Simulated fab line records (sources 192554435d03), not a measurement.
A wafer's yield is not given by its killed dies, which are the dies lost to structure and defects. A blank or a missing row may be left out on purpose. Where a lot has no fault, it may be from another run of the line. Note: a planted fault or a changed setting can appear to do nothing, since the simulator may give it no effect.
Which tool did it? + flow n5-finfet + 30 wafers from 10 lots sampled at 2 of the route's 1938 steps

== WHAT THE GAUGES SHOWED, per wafer ==
N5_PASSIVATION_CD_MEAS_10: the cd target is 3000 nm.
| lot  | measured     | on        | cd-nm (nm)           |
|------|--------------|-----------|----------------------|
| L302 | day 11 11:29 | cd-sem-03 | 2998.3 3001.6 2999.4 |
| L304 | day 11 22:53 | cd-sem-01 | 2993.8 2995.9 2995.5 |
| L305 | day 12 07:53 | cd-sem-02 | 3003.3 3003.7 3002.4 |
| L308 | day 12 11:29 | cd-sem-01 | 3004.9 3004.0 3002.4 |
| L310 | day 13 08:56 | cd-sem-01 | 2997.5 2998.4 2997.5 |
| L311 | day 13 09:56 | cd-sem-02 | 2997.4 2999.8 2998.5 |
| L315 | day 17 18:40 | cd-sem-02 | 2999.6 3002.2 2999.6 |
| L314 | day 17 19:31 | cd-sem-02 | 2999.8 3002.1 2999.9 |
| L324 | day 18 23:30 | cd-sem-03 | 2996.7 2996.2 2997.7 |
| L320 | day 20 03:09 | cd-sem-02 | 3000.9 3005.3 3003.0 |

== WHICH TOOL RAN EACH LOT (tool, then ch and the chambers of the sampled wafers, then the start) ==
| lot  | N5_BEOL_M5_SPUTTER_88        |
|------|------------------------------|
| L302 | pvd-sputter-01, day 8 13:20  |
| L304 | pvd-sputter-02, day 9 00:46  |
| L305 | pvd-sputter-03, day 9 07:44  |
| L308 | pvd-sputter-02, day 9 16:26  |
| L310 | pvd-sputter-02, day 10 09:05 |
| L311 | pvd-sputter-01, day 10 11:50 |
| L315 | pvd-sputter-02, day 13 09:00 |
| L314 | pvd-sputter-02, day 14 00:17 |
| L324 | pvd-sputter-03, day 14 13:07 |
| L320 | pvd-sputter-01, day 15 09:51 |
- N5_BEOL_M5_SPUTTER_88: material Cu, target thk 15 nm, time 27.62 s.

== THE ANSWER, worked out from the rows above alone ==
Rule: usual is defined by the lots themselves. The widest of any qualifying gaps counts: lots, ordered by their means at a reading, are off when they make up no more than a third of the lots, leave a main group of 4 or more, and stand apart from it by 3 or more times the standard deviation of that group's means. A main group whose means are all the same, to the digits that the tables above print for the reading, isn't used. A lot without any number at a reading at which 4 lots or more have one is off too. Where the step has rows for the other lots, those lots are counted as sound.
No lot is off on any of the readings shown, so nothing can be concluded from this.

== WHAT HAD BEEN PUT IN BY THE SIMULATOR ==
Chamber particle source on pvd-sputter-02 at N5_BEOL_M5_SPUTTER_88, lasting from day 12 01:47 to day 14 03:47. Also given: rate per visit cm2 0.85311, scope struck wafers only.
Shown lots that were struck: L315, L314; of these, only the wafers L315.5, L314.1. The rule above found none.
